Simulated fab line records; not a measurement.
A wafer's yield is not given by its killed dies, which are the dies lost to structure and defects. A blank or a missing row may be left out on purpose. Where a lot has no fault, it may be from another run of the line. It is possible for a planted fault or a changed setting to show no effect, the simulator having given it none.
A single fault, viewed from 3 desks    flow nand_harc    numbers are kept per desk, each desk with only its own; the story behind them comes last

## DESK OF THE TOOL OWNER: arfi_scanner-02
The tool's own readings at NHARC_A_CONTACT_EXPOSE_39 (exposes mask A CC 3): means of the sampled wafers that have a number, for each lot that ran on this tool. Marked OUT: a lot whose mean sits more than 4 standard deviations from the usual mean, which makes it out of limits; the brackets give that distance.
Columns: A = exposure_dose_mJ_cm2 at NHARC_A_CONTACT_EXPOSE_39, usual 58.81
lot   first seen here  A
L628  day 16 02:13     58.75
L631  day 16 15:10     58.77
L633  day 16 19:16     58.78
L634  day 17 22:00     58.75
L649  day 20 19:33     40.55 (-99 or more) OUT
L648  day 21 01:19     44.23 (-99 or more) OUT
L646  day 21 16:05     46.48 (-99 or more) OUT
This desk finds L646, L648, L649 out of limits, L649 being first, at day 20 19:33 (exposure_dose_mJ_cm2 at NHARC_A_CONTACT_EXPOSE_39). In limits: L628, L631, L633, L634.

## THE METROLOGY DESK
Lot by lot, what the gauges showed, no matter which tool ran the lot: averages of those sampled wafers that carry a number. Marked OUT: a lot whose mean sits more than 4 standard deviations from the usual mean, which makes it out of limits; the brackets give that distance.
Columns: A = cd_nm at NHARC_A_CONTACT_CD_MEAS_42, usual 200.2 nm
lot   first seen here  A
L628  day 16 02:21     200.0
L631  day 16 15:19     200.2
L633  day 16 19:24     200.2
L630  day 16 22:37     200.2
L634  day 17 22:08     200.1
L635  day 18 11:25     199.8
L643  day 20 02:28     200.3
L649  day 20 19:41     185.3 (-37) OUT
L648  day 21 01:27     188.4 (-30) OUT
L646  day 21 16:13     190.3 (-25) OUT
L651  day 21 22:11     200.5
L650  day 21 23:03     199.9
This desk finds L646, L648, L649 out of limits, L649 being first, at day 20 19:41 (cd_nm at NHARC_A_CONTACT_CD_MEAS_42). In limits: L628, L631, L633, L630, L634, L635, L643, L651, L650.

## THE DEFECT DESK
Lot by lot, what the route's inspections counted, given as the mean of those sampled wafers with a number. Marked OUT: a lot whose mean sits more than 4 standard deviations from the usual mean, which makes it out of limits; the brackets give that distance.
Columns: A = raw_defect_count at NHARC_A_WL_FILL_INSPECT_15, usual 363
lot   first seen here  A
L628  day 15 21:48     288
L631  day 16 09:02     367
L633  day 16 14:09     399
L630  day 16 18:23     350
L634  day 17 18:29     299
L635  day 18 05:08     411
L643  day 19 22:58     308
L649  day 20 14:49     510
L648  day 20 19:05     461
L646  day 21 11:00     434
L651  day 21 18:34     309
L650  day 21 19:13     349
This desk's finding: nothing out of limits on any of the 12 lots.

## PUT TOGETHER
The tool owner's desk could have raised an alarm at day 20 19:33, on L646, L648, L649.
L646, L648, L649 would have let the metrology desk raise an alarm at day 20 19:41.
No out-of-limits result turned up at the defect desk.
The defect desk has L646, L648, L649 on record, within its limits.
All the named lots went through NHARC_A_CONTACT_EXPOSE_39 on arfi_scanner-02.

## WHAT WAS PUT IN BY THE SIMULATOR
Process parameter drift: arfi_scanner-02, from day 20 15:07 on, at NHARC_A_CONTACT_EXPOSE_39. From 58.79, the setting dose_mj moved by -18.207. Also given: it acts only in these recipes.
Struck lots among those shown: L646, L648, L649.
Time in hours from fault onset to the first out-of-limits reading at each desk: tool owner's desk 4, metrology desk 5.
